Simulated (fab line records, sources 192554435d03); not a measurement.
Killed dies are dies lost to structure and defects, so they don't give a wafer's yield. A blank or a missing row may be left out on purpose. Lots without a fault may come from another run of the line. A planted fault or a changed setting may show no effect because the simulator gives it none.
A struck lot beside a sound one | flow n5_finfet | 16 steps out of a route of 1938
Sound: wafers L417.1, L417.3, L417.5. Struck: wafers L428.4, L428.6. (L428.3 of the same lot was not struck and is left out.) The cause comes at the end.
At each step with rows: each side's tool, then ch and its chambers, then its first start. Under that, the readings that differ: sound wafers | struck wafers | difference of the means | sigmas: that difference in standard deviations of wafers without a fault.
alike: readings whose means differ by less than 2 such deviations, and words and numbers that are the same on both sides. not compared: withheld readings, readings that some wafer has no value for, bounds like >300 that may hide the same value, and numbers for which the record gives no deviation and whose values overlap.
The two part at a step that has a row with sigmas, a row that says differs or no value, or rows on one side only. Numbers that don't overlap but have no deviation are shown without sigmas and don't part them. A reading that every wafer of one side lacks parts them only if that side has two wafers or more.

N5_BEOL_M2_ETCH_41: etches SiCN in CH3F/O2, target depth 29.9 nm, time 52.5 s.
  sound on rie_diel-05 ch 2,3; struck on rie_diel-04 ch 0,1
  alike: drypump_motor_current_A, oes_product_au, rf_vpp_V, showerhead_plenum_p_Torr, throttle_valve_pct
  not compared: rf_hours_counter_h
N5_BEOL_M2_STRIP_97: strips in N2/H2, time 10 s.
  sound on rie_diel-05 ch 2,3; struck on rie_diel-04 ch 0,1
  alike: drypump_motor_current_A, oes_product_au, rf_vpp_V, showerhead_plenum_p_Torr, throttle_valve_pct
  not compared: rf_hours_counter_h
N5_BEOL_M2_OCD_MEAS_38:
  sound on ocd-02, day 6 21:43; struck on ocd-01, day 9 15:34
  alike: trench_depth_nm
then, 4 steps without rows for these wafers: N5_BEOL_M2_HM_STRIP_39 (strips TiN in peroxide tin strip, target depth 25 nm, time 158 s); N5_BEOL_M2_SRD_40 (time 30 s); N5_BEOL_M2_PRECLEAN_42 (cleans in residue remover, time 60 s); N5_BEOL_M2_SRD_43 (time 30 s).
N5_BEOL_M2_CD_MEAS_35: target cd 18 nm, target cd y 22.2 nm.
  sound on cd_sem-03, day 6 21:52; struck on cd_sem-02, day 9 15:44
  alike: cd_nm
N5_BEOL_M2_DEGAS_44: time 60 s.
  sound on pvd_sputter-01, day 6 23:15; struck on pvd_sputter-03, day 9 16:43
  alike: heater_power_w
then, 1 step without rows for these wafers: N5_BEOL_M2_PRE_CLEAN_45 (time 30 s).
N5_BEOL_M2_ALD_84: deposits TaN, pulse time 2 s, purge time 3 s, co reactant purge time 2 s.
  sound on ald_metal-01 ch 0,1,2, day 6 23:21; struck on ald_metal-01 ch 2,3, day 9 16:49
  alike: heater_power_w, precursor_vessel_pressure_torr
then, 1 step without rows for these wafers: N5_BEOL_M2_SURFACE_TREAT_85.
N5_BEOL_M2_CVD_47: deposits Co from CCTBA/H2, target thk 3 nm, time 223.8 s.
  sound on cvd_co-02 ch 0,1,2, day 6 23:40; struck on cvd_co-02 ch 0,1, day 9 17:17
  reading          | sound             | struck      | difference | sigmas
  run_length_s (s) | 247.5 246.8 246.7 | 399.8 399.6 | +152.7     | +99 or more
N5_BEOL_M2_SPUTTER_48: material Cu, target thk 4.5 nm, time 8.29 s.
  sound on pvd_sputter-02, day 6 23:54; struck on pvd_sputter-03, day 9 17:28
  alike: chuck_gas_flow_sccm, throttle_valve_pct
N5_BEOL_M4_RC_MEAS_101:
  sound on prober-02 ch 0, day 7 21:50; struck on prober-02 ch 0, day 10 19:43
  alike: DIBL_N, DIBL_P, IOFF_N, IOFF_P, ION_N, ION_P, SS_N, SS_P, VT_N, VT_P
-- the record jumps here: 4 days lie between the struck wafers' starts before and after (it left off in module BEOL_M4 and takes up again in module PASSIVATION, whose first step shown is number 1936 of the route) --
N5_PASSIVATION_PROBE_49:
  the record has rows for the struck wafers here (prober-01, day 14 15:38) and none for the sound ones

WHERE THEY PART
First at N5_BEOL_M2_CVD_47; last, within this record, at N5_PASSIVATION_PROBE_49.

WHY: what the simulator had put in
Process parameter drift: cvd_co-02, from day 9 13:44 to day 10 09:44, at N5_BEOL_M2_CVD_47. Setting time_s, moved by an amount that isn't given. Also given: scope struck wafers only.
